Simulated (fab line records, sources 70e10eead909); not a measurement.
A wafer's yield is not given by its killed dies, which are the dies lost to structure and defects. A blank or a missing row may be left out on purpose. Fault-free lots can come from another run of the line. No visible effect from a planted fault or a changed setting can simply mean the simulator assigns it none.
Chamber matching -- flow nand_harc -- 4 sister chambers for NHARC_A_CHANNEL_FILL_D1_STRIP_28 on rie_diel-10
The step strips in O2, time 20 s. 4 wafers are shown with their chamber, then 8 later ones without.

== WAFERS, EACH WITH ITS CHAMBER ==
wafer,chamber,drypump_motor_current_A (A)
L079.4,2,4.8
L082.5,3,5.8
L089.6,1,5.7
L093.2,0,5.6

== WAFERS WITHOUT THEIR CHAMBER ==
wafer,drypump_motor_current_A (A)
L093.5,4.9
L093.6,5.8
L095.1,5.8
L095.4,5.6
L095.6,4.9
L097.2,5.8
L097.3,4.9
L097.4,5.6

== EACH ONE'S CHAMBER ==
wafer,from the rows above,in truth
L093.5,2,2
L093.6,can't be placed: 3 or 1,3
L095.1,can't be placed: 3 or 1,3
L095.4,can't be placed: 0 or 1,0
L095.6,2,2
L097.2,can't be placed: 3 or 1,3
L097.3,2,2
L097.4,can't be placed: 0 or 1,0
Placed correctly: 3 of 8. Cannot be placed on the basis of these rows: 5; the candidates contain the true chamber in 5. Placed wrongly: 0.
How it was worked out, from the rows above alone: a wafer's distance from a chamber is the root of the sum, over the readings, of the square of ((its reading less the chamber's mean) divided by the reading's scatter). If the next closest chamber is less than 2 further off than the closest, the wafer can't be placed; otherwise it belongs to the closest. The mean given for a chamber averages the wafers shown for that chamber. The scatter: with one shown wafer a chamber, the root of the mean of the squares of how far each hidden wafer lies from its nearest shown one.
